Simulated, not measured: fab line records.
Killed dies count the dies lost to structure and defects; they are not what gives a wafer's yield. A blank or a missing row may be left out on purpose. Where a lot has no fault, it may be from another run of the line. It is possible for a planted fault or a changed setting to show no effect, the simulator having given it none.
Matching of chambers | flow n5 finfet | N5_BEOL_M4_PRE_CLEAN_60 on cvd co-01 has 3 sister chambers
The step time 15 s. 3 wafers are shown with their chamber, then 6 later ones without.

## WAFERS, EACH WITH ITS CHAMBER
wafer  | chamber | heater power w (W)
L375.1 | 1       | 114
L375.4 | 0       | 84
L375.5 | 2       | 92

## WAFERS WHOSE CHAMBER IS MISSING
wafer  | heater power w (W)
L377.2 | 90
L377.4 | 90
L377.6 | 114
L378.1 | 90
L378.2 | 114
L378.6 | 91

## EACH ONE'S CHAMBER
wafer  | from the rows above | in truth
L377.2 | 2                   | 2
L377.4 | 2                   | 2
L377.6 | 1                   | 1
L378.1 | 2                   | 2
L378.2 | 1                   | 1
L378.6 | 2                   | 2
Placed correctly: 6 of 6. Left unplaced by these rows: 0. Placed wrongly: 0.
How it was worked out, from the rows above alone: a wafer's distance from a chamber is the root of the sum, over the readings, of the square of ((its reading less the chamber's mean) divided by the reading's scatter). If the next closest chamber is less than 2 further off than the closest, the wafer can't be placed; otherwise it belongs to the closest. Each chamber's mean is taken over the wafers shown for it. The scatter (one wafer shown for each chamber): square how far every hidden wafer sits from the nearest shown wafer, average those squares and take the square root.
